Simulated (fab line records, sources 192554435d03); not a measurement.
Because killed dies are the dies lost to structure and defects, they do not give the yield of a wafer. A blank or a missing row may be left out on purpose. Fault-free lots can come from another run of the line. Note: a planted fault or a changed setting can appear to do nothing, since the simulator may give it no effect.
Chamber matching -- flow n5_finfet -- 3 sister chambers for N5_BEOL_M0_CO_CAP_123 on cvd_co-02
The step material Co, precursor CCTBA/H2, target thk 2 nm, time 102.1 s. 6 wafers are shown with their chamber, then 8 later ones without.

WAFERS, EACH WITH ITS CHAMBER
wafer,chamber,heater_power_w (W)
L737.2,0,209
L737.5,2,249
L738.1,0,208
L738.3,1,258
L738.4,1,256
L742.1,2,248

WAFERS WITHOUT THEIR CHAMBER
wafer,heater_power_w (W)
L742.3,260
L742.4,250
L744.2,251
L744.3,252
L744.5,251
L753.2,257
L753.3,209
L753.5,212

WHICH CHAMBER EACH WENT THROUGH
wafer,from the rows above,in truth
L742.3,1,1
L742.4,2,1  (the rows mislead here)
L744.2,2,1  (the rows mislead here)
L744.3,can't be placed: 2 or 1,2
L744.5,2,2
L753.2,1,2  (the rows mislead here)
L753.3,0,0
L753.5,0,0
Placed correctly: 4 of 8. These rows do not allow placing 1 (true chamber among the candidates in 1). Number placed wrongly: 3.
How it was worked out, from the rows above alone: a wafer's distance from a chamber is the root of the sum, over the readings, of the square of ((its reading less the chamber's mean) divided by the reading's scatter). If the next closest chamber is less than 2 further off than the closest, the wafer can't be placed; otherwise it belongs to the closest. Each chamber's mean is taken over the wafers shown for it. The scatter is the square root of a quotient: the sum, over the shown wafers, of each reading's squared deviation from its chamber's mean, divided by wafers minus chambers.
